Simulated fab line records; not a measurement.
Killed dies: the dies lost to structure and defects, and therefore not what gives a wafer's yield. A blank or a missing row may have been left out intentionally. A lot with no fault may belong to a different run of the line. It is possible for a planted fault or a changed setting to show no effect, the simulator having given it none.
Which tool was responsible?    flow n5Finfet    12 lots (36 wafers sampled), 1 step of a 1938-step route

## WHAT THE GAUGES SHOWED, per wafer
N5_BEOL_M3_OCD_MEAS_38.
lot   measured      on      trenchDepthNm (nm)
L075  day 8 05:01   ocd-02  55.4 56.9 55.0
L077  day 8 11:05   ocd-01  55.0 55.3 56.6
L079  day 8 21:22   ocd-01  54.1 56.1 54.8
L081  day 9 04:12   ocd-02  55.3 55.8 54.9
L083  day 9 22:41   ocd-01  54.6 57.1 56.7
L085  day 10 06:07  ocd-01  55.5 57.1 57.0
L087  day 10 22:28  ocd-02  56.3 54.5 54.5
L090  day 11 12:15  ocd-02  54.5 55.8 55.8
L091  day 12 00:27  ocd-02  55.1 55.8 55.6
L093  day 12 10:55  ocd-01  54.5 54.2 55.6
L095  day 12 15:59  ocd-02  55.8 56.3 56.0
L097  day 13 09:21  ocd-02  55.7 55.6 54.3

## TOOL THAT RAN EACH LOT (tool first, then ch and the chambers of the sampled wafers, then the start)
There is no process step in the record ahead of these readings.

## THE ANSWER, worked out from the rows above alone
Rule: what is usual is taken from the lots themselves. Put in order of their means at a reading, lots are off if they are a third of the lots or fewer, leave a main group of 4 or more, and stand apart from it by a gap of 3 or more times the standard deviation of the main group's means; of several such gaps the widest counts. If all means in a main group match to the digits the tables above print for the reading, that group is not used. A lot without any number at a reading at which 4 lots or more have one is off too. Where the step has rows for the other lots, those lots are counted as sound.
No lot is off at any reading shown: from this, nothing can be told.

## WHAT HAD BEEN PUT IN BY THE SIMULATOR
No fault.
